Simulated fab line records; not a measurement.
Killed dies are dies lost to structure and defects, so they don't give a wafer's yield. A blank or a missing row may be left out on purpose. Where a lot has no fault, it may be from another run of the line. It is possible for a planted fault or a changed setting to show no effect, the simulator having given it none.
Matching of chambers ; flow n5-finfet ; 4 sister chambers for N5_BEOL_M0_SAQP_ETCH_106 on rie-diel-03
The step etches SOC in N2/H2, stops on SiNx, target depth 150 nm. 4 wafers are shown with their chamber, then 12 later ones without.

== WAFERS WITH THEIR CHAMBER ==
wafer;chamber;drypump-motor-current-A (A)
L088.3;2;6.05
L088.4;1;5.98
L088.5;3;5.69
L088.6;0;6.42

== WAFERS WITHOUT THEIR CHAMBER ==
wafer;drypump-motor-current-A (A)
L092.1;6.41
L092.3;6.00
L092.4;6.41
L093.1;5.71
L093.2;6.06
L093.5;6.42
L096.3;5.71
L096.5;6.08
L096.6;5.99
L097.2;6.40
L097.3;6.05
L097.5;6.04

== EACH ONE'S CHAMBER ==
wafer;from the rows above;in truth
L092.1;0;0
L092.3;can't be placed: 1 or 2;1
L092.4;0;0
L093.1;3;3
L093.2;2;2
L093.5;0;0
L096.3;3;3
L096.5;2;2
L096.6;1;1
L097.2;0;0
L097.3;2;2
L097.5;2;2
11 of 12 placed correctly. These rows do not allow placing 1 (true chamber among the candidates in 1). 0 placed wrongly.
How it was worked out, from the rows above alone: a wafer's distance from a chamber is the root of the sum, over the readings, of the square of ((its reading less the chamber's mean) divided by the reading's scatter). If the next closest chamber is less than 2 further off than the closest, the wafer can't be placed; otherwise it belongs to the closest. A chamber's mean is the mean of its shown wafers. The scatter: root of mean squared gap, hidden wafer to nearest shown wafer, with one shown wafer a chamber.
